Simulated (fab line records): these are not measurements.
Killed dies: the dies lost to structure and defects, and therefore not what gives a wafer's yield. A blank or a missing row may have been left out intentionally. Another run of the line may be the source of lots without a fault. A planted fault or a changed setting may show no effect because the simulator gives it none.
Struck lot and sound lot, side by side | flow n5_finfet | 16 steps out of a route of 1938
Sound: the wafers L877.1, L877.5, L877.6. Struck: wafer L873.1 (L873.5, L873.6, from the same lot, were not struck and are left out); the cause is given at the end.
Order at every step that has rows: each side's tool, ch and its chambers, its first start. Under that, the readings that differ: sound wafers | struck wafers | difference of the means | sigmas: that difference in standard deviations of wafers without a fault.
alike: words and numbers the same on both sides, and readings whose means are apart by under 2 such deviations; not compared: readings that were withheld, readings missing a value for some wafer, numbers with overlapping values and no deviation given by the record, and bounds like >300 which may hide the same value.
A row with sigmas, a row that says differs or no value, or rows on one side alone: a step with any of these is where the two part. Non-overlapping numbers with no deviation appear without sigmas and do not part them. A reading that every wafer of one side lacks parts them only if that side has two wafers or more.

N5_PMOS_HMC_CHANNEL_EPI_HM_DEP_34: deposits SiO2 from TEOS/O2, target thk 36 nm, time 6.9 s.
  sound on pecvd-02 ch 1,2, day 5 16:28; struck on pecvd-04 ch 0, day 4 16:44
  reading            | sound       | struck | difference | sigmas
  heater_power_w (W) | 719 604 743 | 443    | -246       | -3
  alike: showerhead_plenum_p_Torr, susceptor_temp_C, throttle_valve_pct
then, 7 steps without rows for these wafers: N5_PMOS_HMC_CHANNEL_EPI_COAT_31 (time 60 s, resist thk 66 nm); N5_PMOS_HMC_CHANNEL_EPI_COAT_03 (resist thk 205 nm); N5_PMOS_HMC_CHANNEL_EPI_EBR_05; N5_PMOS_HMC_CHANNEL_EPI_SOFTBAKE_04 (time 60 s); N5_PMOS_HMC_CHANNEL_EPI_EXPOSE_06 (exposes mask PMOS HMC BLK, target cd 240 nm); N5_PMOS_HMC_CHANNEL_EPI_PEB_07 (peb time 60 s); N5_PMOS_HMC_CHANNEL_EPI_DEVELOP_08 (develop time 30 s).
N5_PMOS_HMC_CHANNEL_EPI_CD_MEAS_09 targets a cd of 237.4 nm.
  sound on cd_sem-03 ch 0, day 5 16:53; struck on cd_sem-03 ch 0, day 4 17:08
  alike: cd_nm
N5_PMOS_HMC_CHANNEL_EPI_OVL_MEAS_10:
  sound on overlay-01 ch 0, day 5 16:55; struck on overlay-01 ch 0, day 4 17:10
  alike: PMOS_HMC_BLK_OVL
N5_PMOS_HMC_CHANNEL_EPI_INSPECT_11: inspects for defects (macro).
  sound: defect_inspect-01 at day 5 16:56; struck: defect_inspect-02 at day 4 17:11
  alike: raw_defect_count
N5_PMOS_HMC_CHANNEL_EPI_DESCUM_14: chemistry O2, time 7.9 s.
  sound on rie_diel-01 ch 0,3, day 5 16:58; struck on rie_diel-03 ch 3, day 4 17:13
  reading                     | sound       | struck | difference | sigmas
  drypump_motor_current_A (A) | 6.4 5.8 6.4 | 5.5    | -0.7       | -2
  alike: bias_power_w, oes_product_au, rf_vpp_V, showerhead_plenum_p_Torr, throttle_valve_pct
  not compared: rf_hours_counter_h
N5_PMOS_HMC_CHANNEL_EPI_ETCH_32: etches BARC in N2/H2, stops on SiO2, target depth 85.8 nm, time 50.3 s.
  sound on rie_diel-01 ch 0,3, day 5 17:00; struck on rie_diel-03 ch 3, day 4 17:16
  reading                                                         | sound             | struck  | difference | sigmas
  drypump_motor_current_A (A)                                     | 6.5 5.7 6.4       | 5.5     | -0.7       | -2
  over_etch_frac                                                  | 0.3 0.3 0.3       | 0.55508 | +0.25508   |
  model.CAR-ArF-block_of_PMOS_HMC_CHANNEL_EPI_COAT_03.thk_nm (nm) | 131.5 132.3 131.5 | 120.8   | -11.0      |
  alike: oes_product_au, rf_vpp_V, showerhead_plenum_p_Torr, throttle_valve_pct
  not compared: rf_hours_counter_h
N5_PMOS_HMC_CHANNEL_EPI_HM_OPEN_15: chemistry CHF3/O2, target SiO2, target depth 40.6 nm, time 20.3 s.
  sound on rie_diel-01 ch 0,3, day 5 17:02; struck on rie_diel-03 ch 3, day 4 17:18
  reading                                                         | sound             | struck | difference | sigmas
  drypump_motor_current_A (A)                                     | 6.4 5.7 6.4       | 5.5    | -0.7       | -2
  model.CAR-ArF-block_of_PMOS_HMC_CHANNEL_EPI_COAT_03.thk_nm (nm) | 90.05 90.22 90.36 | 80.16  | -10.05     |
  alike: CHF3_flow_sccm, oes_ar_750_au, oes_product_au, rf_vpp_V, showerhead_plenum_p_Torr, throttle_valve_pct
  not compared: rf_hours_counter_h
N5_PMOS_HMC_CHANNEL_EPI_STRIP_33: strips in N2/H2.
  sound on rie_diel-01 ch 0,3, day 5 17:06; struck on rie_diel-03 ch 3, day 4 17:22
  reading                     | sound       | struck | difference | sigmas
  drypump_motor_current_A (A) | 6.5 5.7 6.5 | 5.5    | -0.7       | -2
  alike: bias_power_w, oes_product_au, rf_vpp_V, showerhead_plenum_p_Torr, throttle_valve_pct
  not compared: rf_hours_counter_h
N5_PASSIVATION_PROBE_49:
  the record holds rows for the sound wafers here (prober-01, day 18 03:59) but none for the struck ones

== WHERE THEY PART ==
Last at N5_PASSIVATION_PROBE_49 as far as this record goes, first at N5_PMOS_HMC_CHANNEL_EPI_HM_DEP_34.

WHY: what the simulator had put in
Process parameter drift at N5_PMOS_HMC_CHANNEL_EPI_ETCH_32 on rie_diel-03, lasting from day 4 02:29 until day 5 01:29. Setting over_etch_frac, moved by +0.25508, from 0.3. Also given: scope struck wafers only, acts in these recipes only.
